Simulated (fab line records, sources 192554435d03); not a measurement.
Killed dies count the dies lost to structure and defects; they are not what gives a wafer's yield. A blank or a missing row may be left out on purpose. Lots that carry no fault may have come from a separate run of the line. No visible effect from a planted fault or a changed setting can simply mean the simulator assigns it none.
fab line records	flow n5_finfet
record: lots: 10	wafers: 28	last_day: 19
route steps=1938 shown FIN_SAQP@128 BEOL_M4@1111 PASSIVATION@1936
lots that met no fault: from a run of the same line without faults
start_h: hours from the record's first day to the start of the lot's first wafer shown	wait_h: hours elapsed since this lot's preceding step	" identical to the entry in the row above	L1.1+2: a row that stands for several wafers	- no value, or no start was given	* or withheld: withheld	< > ~ a bound
route shown NAME@n: names a module that has steps shown in the file, with the first one's number in the route	usual: average and standard deviation across the fault-free wafers	same: alike in all rows	chamber/n: place in a boat	sites: per-site readings	_std_site: their standard deviation	_edge_site: inner sites' mean taken away from outer sites' mean	radius_mm: for every site, how far away it sits from the centre of the wafer	mask NAME#n: copy n	behind: the last tool/chamber to shape the wafer	hold: reason for holding the lot/hours on hold/outcome of the hold	device: which transistor (n, p or np) failed to switch	end of line: the route-end tests of the same wafers	step lacking rows: just its recipe	killed: at the first sort, the dies lost to defects and structure; wafer yield is something else	map: a wafer's dies, marking killed ones x, the rest . and places with no die _
set.NAME: the run value of the setting; set.NAME@STEP: its run value at that earlier step	model.NAME: the simulator's own value behind a step, which no gauge read
route steps across a sampled set of lots; one table per step, one row per wafer
services: from which hour (start_h, from the record's first day; less than 0 if before it) a tool's chamber was out of use, for how many hours, and why
== steps ==
step: N5_FIN_SAQP_CD_MEAS_27
recipe: target_cd_nm: 20	landing_energy_ev: 1000	detector: se_inlens	polarity: line
usual: cd_nm: 20.24/0.25
lot.wafer	tool	chamber	start_h	wait_h	cd_nm
L828.4	cd_sem-02	0	36.11	0.1	20.41
L828.5	"	0	"	"	20.56
L828.6	"	0	"	"	20.42
L830.4	cd_sem-02	0	48.29	0.1	20.27
L830.5	"	0	"	"	20.47
L830.6	"	0	"	"	20.05
L831.1	cd_sem-01	0	53.48	0.1	20.51
L831.3	"	0	"	"	20.77
L831.4	"	0	"	"	19.85
L832.3	cd_sem-02	0	60.57	0.1	19.75
L832.4	"	0	"	"	19.73
L832.5	"	0	"	"	20.47
L835.3	cd_sem-01	0	78.15	0.1	20.42
L835.4	"	0	"	"	20.08
L835.5	"	0	"	"	20.44
L836.1	cd_sem-02	0	84.37	0.1	20.58
L836.4	"	0	"	"	20.50
L836.6	"	0	"	"	20.25
L838.1	cd_sem-02	0	97.74	0.1	19.94
L838.3	"	0	"	"	20.54
L840.1	cd_sem-02	0	107.44	0.1	20.09
L840.3	"	0	"	"	20.48
L840.5	"	0	"	"	19.69
L843.2	cd_sem-01	0	126.01	0.1	20.22
L843.3	"	0	"	"	19.74
L843.4	"	0	"	"	20.08
L849.4	cd_sem-01	0	163.28	0.1	20.42
L849.5	"	0	"	"	20.34
step: N5_FIN_SAQP_STRIP_70
recipe: chemistry: N2/H2	power_w: 500	temp_c: 40	pressure_mtorr: 50	rf_frequency_hz: 6e+07	overash_fraction: 0.3	bias_power_w: 28	h2_frac: 0.5	n2_flow_sccm: 300	h2_flow_sccm: 300
usual: chamber_pressure_mTorr: 50.00/0.046	drypump_motor_current_A: 5.6/0.53	oes_product_au: 0.78/0.085	power_w: 500.1/1.5	rf_vpp_V: 122.2/0.87	showerhead_plenum_p_Torr: 3.42/0.081	throttle_valve_pct: 19.0/0.49
lot.wafer	tool	chamber	start_h	wait_h	chamber_pressure_mTorr	drypump_motor_current_A	oes_product_au	power_w	rf_hours_counter_h	rf_vpp_V	showerhead_plenum_p_Torr	throttle_valve_pct
L828.4	rie_diel-06	0	37.05	0.0	49.98	5.3	0.79	501.3	129	123.1	3.49	18.9
L828.5	"	1	"	"	50.04	6.5	0.91	502.2	-	122.7	3.45	18.8
L828.6	"	0	"	"	50.05	5.3	0.79	498.7	-	121.8	3.49	18.9
L830.4	rie_diel-06	2	49.46	0.0	49.94	5.4	0.70	498.6	219	122.5	3.44	18.6
L830.5	"	3	"	"	50.07	4.8	0.70	501.0	-	121.9	3.31	18.8
L830.6	"	2	"	"	50.03	5.4	0.71	499.5	-	121.7	3.44	18.6
L831.1	rie_diel-06	3	54.31	0.0	50.06	4.8	0.70	499.4	248	121.1	3.31	18.8
L831.3	"	1	"	"	49.97	6.5	0.91	497.7	33	124.6	3.45	18.8
L831.4	"	0	"	"	49.95	5.3	0.79	501.4	133	122.1	3.49	18.9
L832.3	rie_diel-05	3	61.49	0.0	50.00	5.6	0.73	500.1	197	122.7	3.46	18.7
L832.4	"	2	"	"	49.95	6.0	0.92	499.3	17	121.8	3.29	18.2
L832.5	"	1	"	"	50.05	4.9	0.75	501.0	-	121.4	3.37	18.8
L835.3	rie_diel-05	1	78.96	0.0	50.01	4.9	0.74	501.8	152	121.6	3.37	18.8
L835.4	"	2	"	"	50.00	6.0	0.90	499.9	24	120.6	3.28	18.2
L835.5	"	2	"	"	50.13	6.0	0.90	498.7	-	121.9	3.28	18.2
L836.1	rie_diel-02	0	85.19	0.0	49.90	6.2	0.73	499.0	184	122.1	3.48	19.1
L836.4	"	2	"	"	50.03	5.1	0.72	503.8	161	122.9	3.52	20.0
L836.6	"	3	"	"	49.99	5.3	0.70	497.7	-	123.6	3.45	19.0
L838.1	rie_diel-06	0	98.56	0.0	49.95	5.3	0.77	499.0	150	121.2	3.48	19.0
L838.3	"	2	"	"	49.96	5.4	0.70	502.0	235	121.4	3.43	18.6
L840.1	rie_diel-02	1	108.40	0.0	50.06	5.8	0.79	499.7	109	121.7	3.40	19.5
L840.3	"	0	"	"	49.96	6.2	0.71	499.6	192	122.0	3.47	19.1
L840.5	"	2	"	"	50.06	5.1	0.71	499.5	-	123.8	3.52	20.0
L843.2	rie_diel-02	3	127.04	0.0	49.99	5.3	0.69	499.9	232	122.0	3.44	19.1
L843.3	"	2	"	"	49.99	5.1	0.70	497.8	176	123.0	3.52	20.0
L843.4	"	0	"	"	49.99	6.2	0.71	497.8	201	121.5	3.47	19.1
L849.4	rie_diel-06	3	164.30	0.0	49.99	4.8	0.90	499.4	28	121.4	3.29	18.5
L849.5	"	3	"	"	50.06	4.8	0.92	498.9	-	121.0	3.29	18.5
step: N5_FIN_SAQP_ETCH_64
recipe: chemistry: CF4	target: SiO2	target_depth_a: 15	ion_energy_ev: 350	pressure_mtorr: 10	icp_w: 800	bias_w: 400	cf4_flow_sccm: 80
usual: chamber_pressure_mTorr: 10.000/0.0093	drypump_motor_current_A: 5.4/0.48	oes_product_au: 0.989/0.021	throttle_valve_pct: 21.94/0.25
lot.wafer	tool	chamber	start_h	wait_h	chamber_pressure_mTorr	drypump_motor_current_A	oes_product_au	rf_hours_counter_h	throttle_valve_pct
L828.4	rie_si-01	3	38.13	0.0	9.982	5.4	0.982	4	21.61
L828.5	"	3	"	"	10.013	5.3	0.975	-	21.61
L828.6	"	2	"	"	9.992	4.9	0.991	-	22.28
L830.4	rie_si-01	2	50.50	0.0	10.001	4.9	1.006	143	22.31
L830.5	"	2	"	"	9.985	4.9	1.008	-	22.31
L830.6	"	1	"	"	10.009	5.8	1.010	-	21.88
L831.1	rie_si-01	3	56.41	0.0	9.981	5.3	0.984	4	21.61
L831.3	"	0	"	"	9.988	6.6	0.990	6	22.14
L831.4	"	2	"	"	9.991	4.9	1.002	143	22.30
L832.3	rie_si-01	3	62.78	0.0	9.989	5.3	0.979	4	21.59
L832.4	"	1	"	"	9.996	5.8	0.990	112	21.87
L832.5	"	0	"	"	10.008	6.6	0.980	-	22.12
L835.3	rie_si-02	3	80.47	0.0	10.015	5.8	0.974	153	21.56
L835.4	"	1	"	"	10.000	5.3	0.988	123	21.82
L835.5	"	3	"	"	10.011	5.8	0.976	-	21.57
L836.1	rie_si-01	0	86.23	0.0	10.005	6.6	0.988	7	22.13
L836.4	"	3	"	"	10.002	5.3	0.980	5	21.60
L836.6	"	0	"	"	9.992	6.6	0.974	-	22.13
L838.1	rie_si-01	1	100.32	0.0	9.999	5.8	0.990	112	21.88
L838.3	"	2	"	"	9.993	4.9	0.994	144	22.31
L840.1	rie_si-01	0	109.45	0.0	10.003	6.6	0.989	8	22.11
L840.3	"	2	"	"	10.000	4.9	1.271	144	22.40
L840.5	"	2	"	"	9.993	4.9	1.014	-	22.33
L843.2	rie_si-01	1	128.20	0.0	9.999	5.8	0.998	113	21.87
L843.3	"	0	"	"	9.992	6.6	1.241	8	22.20
L843.4	"	3	"	"	10.013	5.3	1.239	5	21.69
L849.4	rie_si-03	3	165.34	0.0	10.021	5.5	1.024	160	22.25
L849.5	"	0	"	"	10.016	5.5	1.041	-	21.69
step: N5_FIN_SAQP_OCD_MEAS_76
usual: trench_depth_nm: 119.2/2.2
lot.wafer	tool	chamber	start_h	wait_h	trench_depth_nm
L828.4	ocd-02	-	38.38	0.0	118.5
L828.5	"	-	"	"	120.1
L828.6	"	-	"	"	122.4
L830.4	ocd-01	-	50.74	0.0	122.1
L830.5	"	-	"	"	120.9
L830.6	"	-	"	"	120.3
L831.1	ocd-02	-	56.65	0.0	118.8
L831.3	"	-	"	"	118.5
L831.4	"	-	"	"	121.7
L832.3	ocd-01	-	63.02	0.0	118.6
L832.4	"	-	"	"	118.6
L832.5	"	-	"	"	119.3
L835.3	ocd-02	-	80.71	0.0	121.2
L835.4	"	-	"	"	120.0
L835.5	"	-	"	"	120.4
L836.1	ocd-02	-	86.46	0.0	118.8
L836.4	"	-	"	"	118.7
L836.6	"	-	"	"	118.9
L838.1	ocd-02	-	100.56	0.0	120.1
L838.3	"	-	"	"	122.3
L840.1	ocd-01	-	109.69	0.0	117.7
L840.3	"	-	"	"	119.2
L840.5	"	-	"	"	121.2
L843.2	ocd-02	-	128.48	0.0	119.5
L843.3	"	-	"	"	117.7
L843.4	"	-	"	"	118.3
L849.4	ocd-02	-	165.59	0.0	117.4
L849.5	"	-	"	"	124.1
step: N5_BEOL_M4_RC_MEAS_101
usual: DIBL_N: 36.5/2.2	DIBL_P: 36.9/2.9	IOFF_N: 0.17/0.044	IOFF_P: 0.22/0.052	ION_N: 671/16	ION_P: 461/10	SS_N: 71.6/0.73	SS_P: 73.5/0.79	VT_N: 250/4.1	VT_P: -250/4.1
lot.wafer	tool	chamber	start_h	wait_h	DIBL_N[mV/V]	DIBL_P[mV/V]	IOFF_N[nA/um]	IOFF_P[nA/um]	ION_N[uA/um]	ION_P[uA/um]	SS_N[mV/dec]	SS_P[mV/dec]	VT_N[mV]	VT_P[mV]
L828.4	prober-01	0	203.46	0.5	34.2	34.5	0.11	0.18	655	451	71.1	72.1	258	-254
L828.5	"	0	"	"	37.0	38.1	0.16	0.22	655	448	72.2	73.3	250	-252
L828.6	"	0	"	"	35.7	37.1	0.13	0.21	668	463	71.2	72.9	252	-251
L831.1	prober-02	0	207.74	0.0	36.2	37.7	0.19	0.27	680	476	71.6	73.3	245	-245
L831.3	"	0	"	"	35.3	36.1	0.17	0.24	671	462	70.7	73.0	249	-247
L831.4	"	0	"	"	36.0	37.1	0.16	0.24	668	467	71.7	74.0	251	-249
L830.4	prober-02	0	209.55	0.5	35.4	33.8	0.14	0.16	645	443	71.9	72.2	251	-253
L830.5	"	0	"	"	36.6	36.8	0.15	0.21	653	449	72.1	73.5	252	-249
L830.6	"	0	"	"	31.5	31.6	0.09	0.14	640	446	70.9	71.8	257	-253
L832.3	prober-01	0	213.08	0.3	37.5	38.7	0.20	0.24	692	466	72.0	74.6	246	-251
L832.4	"	0	"	"	34.3	35.8	0.14	0.20	654	450	71.6	73.7	253	-252
L832.5	"	0	"	"	36.0	36.9	0.16	0.20	671	457	72.1	73.9	251	-249
L835.3	prober-01	0	234.27	0.3	38.5	37.3	0.19	0.25	694	466	72.3	73.6	247	-248
L835.4	"	0	"	"	42.5	43.5	0.31	0.40	705	483	72.5	75.3	241	-241
L835.5	"	0	"	"	39.5	39.5	0.23	0.30	695	477	72.6	73.9	247	-245
L836.1	prober-02	0	252.78	0.0	36.4	37.6	0.18	0.21	671	452	71.5	73.4	247	-252
L836.4	"	0	"	"	36.7	38.7	0.16	0.23	677	466	71.2	74.4	246	-249
L836.6	"	0	"	"	37.2	40.4	0.22	0.25	709	475	71.3	73.4	243	-247
L838.1	prober-02	0	258.56	0.0	33.5	34.2	0.13	0.19	665	461	71.0	72.3	251	-248
L838.3	"	0	"	"	37.1	38.5	0.20	0.26	674	464	72.0	73.7	246	-246
L840.1	prober-02	0	268.56	0.0	37.9	38.3	0.17	0.21	665	449	72.2	73.9	251	-253
L840.3	"	0	"	"	35.3	35.5	0.13	0.18	669	457	71.1	73.4	253	-254
L840.5	"	0	"	"	36.0	36.9	0.14	0.20	668	454	71.4	73.4	254	-252
L843.2	prober-02	0	290.77	0.2	34.6	35.2	0.13	0.19	662	461	71.6	72.9	252	-250
L843.3	"	0	"	"	38.3	40.9	0.23	0.29	699	477	71.5	74.2	241	-246
L843.4	"	0	"	"	37.2	39.7	0.18	0.30	655	458	71.9	74.1	249	-244
L849.4	prober-01	0	340.80	0.5	40.2	42.9	0.23	0.29	669	456	72.3	74.7	248	-247
L849.5	"	0	"	"	42.3	44.0	0.28	0.33	702	471	73.4	75.0	242	-243
step: N5_PASSIVATION_PROBE_49
usual: defect_limited_yield: 91.3/1.4	killed_at_M0_to_M3: 36/10	killed_at_M4_up: 13/5.4	killed_at_contacts: 12/5.3	killed_at_front_end: 39/10	killed_at_other: 3.2/2.7	killed_dies: 103/16	killed_on_rim: 13/4	killed_open: 68/13	killed_short: 33/6.6	sort_bin_4_leakage: 0.01/0.031	sort_bin_5_function: 5.1/0.92	sort_bin_6_memory: 3.3/0.68	sort_bin_8_speed: 0.1/0.41	sort_n_pass: 1077/17	sort_yield_pct: 91.2/1.4
same: gross_dies: 1180	killed_at_back_side: 0
lot.wafer	tool	chamber	start_h	wait_h	defect_limited_yield[%]	killed_at_M0_to_M3	killed_at_M4_up	killed_at_contacts	killed_at_front_end	killed_at_other	killed_dies	killed_on_rim	killed_open	killed_short	sort_bin_4_leakage[%]	sort_bin_5_function[%]	sort_bin_6_memory[%]	sort_bin_8_speed[%]	sort_n_pass	sort_yield_pct[%]
L828.4	prober-01	-	307.59	0.3	91.7	26	14	24	32	2	98	14	69	28	0	5.3	2.9	0	1082	91.7
L828.5	prober-01	-	307.64	0.4	91.4	37	22	9	33	0	101	11	63	35	0	4.9	3.5	0	1079	91.4
L828.6	prober-01	-	307.69	0.4	91.0	34	15	11	44	2	106	12	67	37	0	5.3	3.6	0	1074	91.0
L831.1	prober-01	-	311.93	0.0	89.9	31	14	14	58	2	119	16	83	36	0	5.9	3.6	0	1061	89.9
L831.3	prober-01	-	312.03	0.1	90.6	27	15	14	54	1	111	15	74	35	0	6.0	3.2	0	1069	90.6
L831.4	prober-01	-	312.08	0.2	88.9	51	14	10	54	2	131	19	90	38	0	6.9	3.8	0	1049	88.9
L830.4	prober-01	-	323.60	0.2	90.3	36	23	13	41	1	114	15	80	32	0	6.2	3.2	0.2	1064	90.2
L830.5	prober-01	-	323.65	0.2	89.2	62	7	15	42	1	127	16	90	35	0	6.9	3.8	0.1	1052	89.2
L830.6	prober-01	-	323.70	0.3	91.9	46	12	15	21	2	96	7	63	32	0	4.7	3.2	0.8	1074	91.0
L832.3	prober-01	-	325.48	0.1	90.2	53	16	9	37	1	116	17	66	47	0	6.1	3.4	0.1	1064	90.2
L832.4	prober-01	-	325.53	0.2	92.0	47	6	6	30	5	94	17	56	37	0	4.6	3.1	0	1086	92.0
L832.5	prober-01	-	325.58	0.2	90.4	51	18	13	23	8	113	10	77	34	0	5.8	3.7	0	1067	90.4
L835.3	prober-02	-	345.52	0.1	92.2	28	11	5	43	5	92	11	61	28	0	3.8	3.2	0.1	1088	92.2
L835.4	prober-02	-	345.57	0.2	91.1	40	8	17	38	2	105	7	57	47	0.17	4.7	3.9	0	1073	90.9
L835.5	prober-02	-	345.62	0.2	92.4	40	11	7	30	2	90	9	64	25	0	4.1	3.4	0	1090	92.4
L836.1	prober-01	-	351.59	0.0	90.3	51	16	17	30	0	114	14	72	41	0	5.9	3.6	0	1066	90.3
L836.4	prober-01	-	351.74	0.2	89.8	49	23	22	21	5	120	13	85	31	0	5.9	3.8	0	1060	89.8
L836.6	prober-01	-	351.84	0.3	90.8	43	12	10	39	4	108	9	72	36	0	4.9	3.9	0	1072	90.8
L838.1	prober-01	-	365.61	0.2	91.2	23	18	19	33	11	104	12	72	31	0	5.8	3.0	0	1076	91.2
L838.3	prober-01	-	365.71	0.3	92.0	30	17	10	34	3	94	16	54	39	0	4.7	2.7	0	1086	92.0
L840.1	prober-02	-	374.82	0.0	90.4	37	14	10	52	0	113	14	62	36	0	5.2	2.9	0	1067	90.4
L840.3	prober-02	-	374.92	0.1	91.8	31	20	13	33	0	97	11	77	19	0	5.5	2.7	0	1083	91.8
L840.5	prober-02	-	375.02	0.2	92.6	34	10	16	27	0	87	14	54	31	0	4.2	3.0	0	1093	92.6
L843.2	prober-01	-	402.41	0.1	94.0	19	13	9	29	1	71	3	54	16	0	4.2	1.6	0	1109	94.0
L843.3	prober-01	-	402.46	0.1	90.6	32	2	23	50	4	111	10	74	37	0	6.0	3.1	0	1069	90.6
L843.4	prober-01	-	402.51	0.2	92.5	23	12	22	29	2	88	14	64	24	0	4.5	2.7	0	1092	92.5
L849.4	prober-02	-	449.82	0.2	91.6	28	17	11	40	3	99	11	69	26	0	4.6	3.4	0.1	1081	91.6
L849.5	prober-02	-	449.87	0.2	94.2	28	3	11	23	4	69	7	39	24	0.25	3.3	2.4	0	1108	93.9
killed by level:class
L828.4 MOL_CONTACT_COAG:geometric_particle:open=23 BEOL_M0_SAQP:geometric_particle:short=9 BEOL_M0_SAQP:geometric_particle:open=9 BEOL_M4:geometric_particle:open=6 FIN_SAQP:geometric_particle:short=5 STI_FIN_REVEAL:geometric_particle:open=5 GATE_CUT:geometric_particle:open=4 BEOL_M1:geometric_particle:open=4
L828.5 BEOL_M0_SAQP:geometric_particle:short=15 BEOL_M0_SAQP:geometric_particle:open=11 FIN_SAQP:geometric_particle:open=9 BEOL_M4:geometric_particle:open=9 MOL_CONTACT_COAG:geometric_particle:open=8 STI_FIN_REVEAL:geometric_particle:open=5 BEOL_M3:geometric_particle:open=5 STI_FIN_REVEAL:geometric_particle:short=4
L828.6 FIN_SAQP:geometric_particle:open=12 BEOL_M0_SAQP:geometric_particle:open=12 STI_FIN_REVEAL:geometric_particle:open=10 MOL_CONTACT_COAG:geometric_particle:open=8 BEOL_M0_SAQP:geometric_particle:short=6 STARTING-WAFER:geometric_particle:short=6 FIN_SAQP:geometric_particle:short=5 BEOL_M3:geometric_particle:open=5
L831.1 FIN_SAQP:geometric_particle:open=18 BEOL_M3:geometric_particle:open=12 STI_FIN_REVEAL:geometric_particle:open=11 MOL_CONTACT_COAG:geometric_particle:open=11 FIN_SAQP:geometric_particle:short=8 BEOL_M4:geometric_particle:open=7 GATE_CUT:geometric_particle:short=4 BEOL_M3:geometric_particle:short=4
L831.3 STI_FIN_REVEAL:geometric_particle:open=18 MOL_CONTACT_COAG:geometric_particle:open=13 FIN_SAQP:geometric_particle:short=12 BEOL_M3:geometric_particle:open=9 FIN_SAQP:geometric_particle:open=8 BEOL_M4:geometric_particle:open=7 BEOL_M0_SAQP:geometric_particle:short=4 BEOL_M2:geometric_particle:open=4
L831.4 STI_FIN_REVEAL:geometric_particle:open=22 BEOL_M0_SAQP:geometric_particle:short=14 BEOL_M3:geometric_particle:open=13 BEOL_M0_SAQP:geometric_particle:open=10 FIN_SAQP:geometric_particle:open=7 BEOL_M4:geometric_particle:open=6 MOL_CONTACT_COAG:geometric_particle:open=6 BEOL_M1:geometric_particle:open=6
L830.4 STI_FIN_REVEAL:geometric_particle:open=13 BEOL_M4:geometric_particle:open=13 MOL_CONTACT_COAG:geometric_particle:open=11 BEOL_M0_SAQP:geometric_particle:short=9 BEOL_M2:geometric_particle:open=8 STI_FIN_REVEAL:geometric_particle:short=6 GATE_CUT:geometric_particle:open=5 BEOL_M1:geometric_particle:open=5
L830.5 BEOL_M0_SAQP:geometric_particle:short=12 BEOL_M0:geometric_particle:open=11 MOL_CONTACT_COAG:geometric_particle:open=11 BEOL_M0_SAQP:geometric_particle:open=11 BEOL_M3:geometric_particle:open=9 BEOL_M1:geometric_particle:open=8 FIN_SAQP:geometric_particle:open=7 GATE_CUT:geometric_particle:open=6
L830.6 MOL_CONTACT_COAG:geometric_particle:open=12 BEOL_M0_SAQP:geometric_particle:open=11 BEOL_M0_SAQP:geometric_particle:short=11 BEOL_M3:geometric_particle:open=9 FIN_SAQP:geometric_particle:short=6 STI_FIN_REVEAL:geometric_particle:open=6 BEOL_M2:geometric_particle:open=4 BEOL_M5:geometric_particle:open=4
L832.3 BEOL_M0_SAQP:geometric_particle:open=12 BEOL_M0_SAQP:geometric_particle:short=11 BEOL_M4:geometric_particle:open=8 ILD0:geometric_particle:short=7 MOL_CONTACT_COAG:geometric_particle:open=7 BEOL_M1:geometric_particle:open=7 FIN_SAQP:geometric_particle:open=6 GATE_CUT:geometric_particle:short=5
L832.4 BEOL_M1:geometric_particle:open=13 BEOL_M0_SAQP:geometric_particle:short=10 FIN_SAQP:geometric_particle:short=8 BEOL_M0_SAQP:geometric_particle:open=8 FIN_SAQP:geometric_particle:open=7 BEOL_M3:geometric_particle:open=7 GATE_CUT:geometric_particle:short=5 MOL_CONTACT_COAG:geometric_particle:open=5
L832.5 MOL_CONTACT_COAG:geometric_particle:open=10 BEOL_M0_SAQP:geometric_particle:open=9 BEOL_M3:geometric_particle:open=9 BEOL_M0_SAQP:geometric_particle:short=8 BEOL_M1:geometric_particle:open=8 FIN_SAQP:geometric_particle:open=6 BEOL_M4:geometric_particle:open=6 BEOL_M0:geometric_particle:short=5
L835.3 STI_FIN_REVEAL:geometric_particle:open=25 BEOL_M0_SAQP:geometric_particle:short=10 BEOL_M4:geometric_particle:open=8 BEOL_M0_SAQP:geometric_particle:open=5 DUMMY_GATE:geometric_particle:open=3 GATE_CUT:geometric_particle:short=3 MOL_CONTACT_COAG:geometric_particle:open=3 BEOL_M0:geometric_particle:open=3
L835.4 BEOL_M0_SAQP:geometric_particle:short=17 MOL_CONTACT_COAG:geometric_particle:open=15 STI_FIN_REVEAL:geometric_particle:open=14 STI_FIN_REVEAL:geometric_particle:short=6 BEOL_M1:geometric_particle:open=6 BEOL_M0_SAQP:geometric_particle:open=5 BEOL_M1:geometric_particle:short=4 FIN_SAQP:geometric_particle:short=3
L835.5 STI_FIN_REVEAL:geometric_particle:open=18 BEOL_M0_SAQP:geometric_particle:short=12 BEOL_M3:geometric_particle:open=9 MOL_CONTACT_COAG:geometric_particle:open=7 BEOL_M2:geometric_particle:open=6 BEOL_M4:geometric_particle:open=6 BEOL_M0_SAQP:geometric_particle:open=5 BEOL_M0:geometric_particle:open=4
L836.1 MOL_CONTACT_COAG:geometric_particle:open=15 FIN_SAQP:geometric_particle:short=11 BEOL_M3:geometric_particle:open=11 BEOL_M0_SAQP:geometric_particle:short=11 BEOL_M2:geometric_particle:open=9 BEOL_M1:geometric_particle:open=8 STI_FIN_REVEAL:geometric_particle:open=6 GATE_CUT:geometric_particle:short=5
L836.4 MOL_CONTACT_COAG:geometric_particle:open=16 BEOL_M0_SAQP:geometric_particle:open=10 BEOL_M4:geometric_particle:open=9 BEOL_M2:geometric_particle:open=8 BEOL_M0:geometric_particle:open=7 BEOL_M3:geometric_particle:open=7 MOL_CONTACT_COAG:geometric_particle:short=6 BEOL_M0_SAQP:geometric_particle:short=6
L836.6 BEOL_M2:geometric_particle:open=13 FIN_SAQP:geometric_particle:open=11 BEOL_M0_SAQP:geometric_particle:short=9 MOL_CONTACT_COAG:geometric_particle:open=8 BEOL_M4:geometric_particle:open=7 BEOL_M0_SAQP:geometric_particle:open=5 FIN_SAQP:geometric_particle:short=4 DUMMY_GATE:geometric_particle:open=4
L838.1 MOL_CONTACT_COAG:geometric_particle:open=15 BEOL_M4:geometric_particle:open=11 FIN_SAQP:geometric_particle:open=8 BEOL_M0_SAQP:geometric_particle:open=8 DUMMY_GATE:geometric_particle:open=7 BEOL_M0_SAQP:geometric_particle:short=6 MOL_CONTACT_COAG:geometric_particle:short=4 PASS1_DEP:geometric_particle:short=4
L838.3 BEOL_M0_SAQP:geometric_particle:short=11 BEOL_M2:geometric_particle:open=10 FIN_SAQP:geometric_particle:short=9 FIN_SAQP:geometric_particle:open=8 BEOL_M4:geometric_particle:open=8 MOL_CONTACT_COAG:geometric_particle:open=5 MOL_CONTACT_COAG:geometric_particle:short=5 BEOL_M3:geometric_particle:open=5
L840.1 BEOL_M0_SAQP:geometric_particle:short=15 HKMG_FIN:area_etch=13 FIN_SAQP:geometric_particle:open=12 BEOL_M0_SAQP:geometric_particle:open=9 MOL_CONTACT_COAG:geometric_particle:open=8 BEOL_M4:geometric_particle:open=8 FIN_SAQP:geometric_particle:short=5 BEOL_M1:geometric_particle:open=5
L840.3 MOL_CONTACT_COAG:geometric_particle:open=11 BEOL_M1:geometric_particle:open=9 BEOL_M0_SAQP:geometric_particle:open=8 BEOL_M4:geometric_particle:open=8 DUMMY_GATE:geometric_particle:open=7 FIN_SAQP:geometric_particle:open=6 BEOL_M0_SAQP:geometric_particle:short=5 BEOL_M0:geometric_particle:open=5
L840.5 BEOL_M0_SAQP:geometric_particle:open=12 MOL_CONTACT_COAG:geometric_particle:open=10 FIN_SAQP:geometric_particle:short=8 BEOL_M0:geometric_particle:open=7 MOL_CONTACT_COAG:geometric_particle:short=6 BEOL_M0_SAQP:geometric_particle:short=6 FIN_SAQP:geometric_particle:open=4 BEOL_M1:geometric_particle:open=4
L843.2 STI_FIN_REVEAL:geometric_particle:open=11 BEOL_M4:geometric_particle:open=8 MOL_CONTACT_COAG:geometric_particle:open=6 ILD0:geometric_particle:open=4 BEOL_M0_SAQP:geometric_particle:short=4 BEOL_M0:geometric_particle:open=4 BEOL_M2:geometric_particle:open=4 MOL_CONTACT_COAG:geometric_particle:short=3
L843.3 MOL_CONTACT_COAG:geometric_particle:open=17 FIN_SAQP:geometric_particle:short=10 STI_FIN_REVEAL:geometric_particle:open=10 BEOL_M1:geometric_particle:open=10 BEOL_M2:geometric_particle:open=10 FIN_SAQP:geometric_particle:open=8 GATE_CUT:geometric_particle:short=7 MOL_CONTACT_COAG:geometric_particle:short=6
L843.4 MOL_CONTACT_COAG:geometric_particle:open=16 BEOL_M2:geometric_particle:open=8 MOL_CONTACT_COAG:geometric_particle:short=6 BEOL_M4:geometric_particle:open=6 FIN_SAQP:geometric_particle:open=5 STI_FIN_REVEAL:geometric_particle:open=5 DUMMY_GATE:geometric_particle:open=5 BEOL_M3:geometric_particle:open=4
L849.4 STI_FIN_REVEAL:geometric_particle:open=15 MOL_CONTACT_COAG:geometric_particle:open=11 BEOL_M0_SAQP:geometric_particle:short=7 FIN_SAQP:geometric_particle:open=6 BEOL_M0_SAQP:geometric_particle:open=6 BEOL_M3:geometric_particle:open=6 GATE_CUT:geometric_particle:short=4 BEOL_M5:geometric_particle:open=4
L849.5 MOL_CONTACT_COAG:geometric_particle:open=7 GATE_CUT:geometric_particle:short=6 STI_FIN_REVEAL:geometric_particle:open=5 BEOL_M0_SAQP:geometric_particle:short=5 BEOL_M0_SAQP:geometric_particle:open=4 BEOL_M1:geometric_particle:open=4 BEOL_M3:geometric_particle:short=4 BEOL_M3:geometric_particle:open=4
== services ==
tool	chamber	start_h	hours	kind
rie_diel-02	3	24.79	6.3	repair
rie_diel-05	3	39.99	7.1	repair
rie_diel-02	3	42.32	4.4	repair
rie_diel-06	-	46.53	2.8	pm
rie_diel-06	3	61.57	-	clean
rie_diel-06	3	61.57	-	consumable_replace:focus_ring
rie_diel-06	3	61.57	14.3	scheduled_down
rie_diel-06	3	61.57	14.3	vent_cycle
rie_diel-06	3	89.22	5.0	repair
rie_si-03	2	105.92	3.8	repair
rie_diel-05	1	121.32	1.8	repair
rie_si-03	2	123.05	-	clean
rie_si-03	2	123.05	16.0	scheduled_down
rie_si-03	2	123.05	16.0	vent_cycle
rie_diel-06	2	144.60	-	clean
rie_diel-06	2	144.60	-	consumable_replace:focus_ring
rie_diel-06	2	144.60	14.3	scheduled_down
rie_diel-06	2	144.60	14.3	vent_cycle
rie_si-01	-	157.73	0.3	repair
== key ==
first_sign: step: N5_FIN_SAQP_ETCH_64	reading: oes_product_au	direction: up	sigmas: 12	usual: 0.989	struck: 1.250
effect none on later readings
met_at N5_FIN_SAQP_ETCH_64
struck_lots L840,L843
struck_wafers L840.3,L843.3,L843.4
baseline_loss: step: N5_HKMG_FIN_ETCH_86	wafers: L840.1
not_acting_at N5_FIN_SAQP_CD_MEAS_27,N5_FIN_SAQP_STRIP_70,N5_FIN_SAQP_OCD_MEAS_76
onset_between 100.32 109.45
fault: kind: process_parameter_drift	tool: rie_si-01	chamber: -	onset_h: 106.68	steps: N5_FIN_SAQP_ETCH_64	channel: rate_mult	offset: 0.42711	shape: step	end_h: 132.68	scope: struck_wafers_only
baseline_loss: these wafers lose ten dies or more at that step, a loss of the line's own and not of a fault; the sort's usual values leave them out
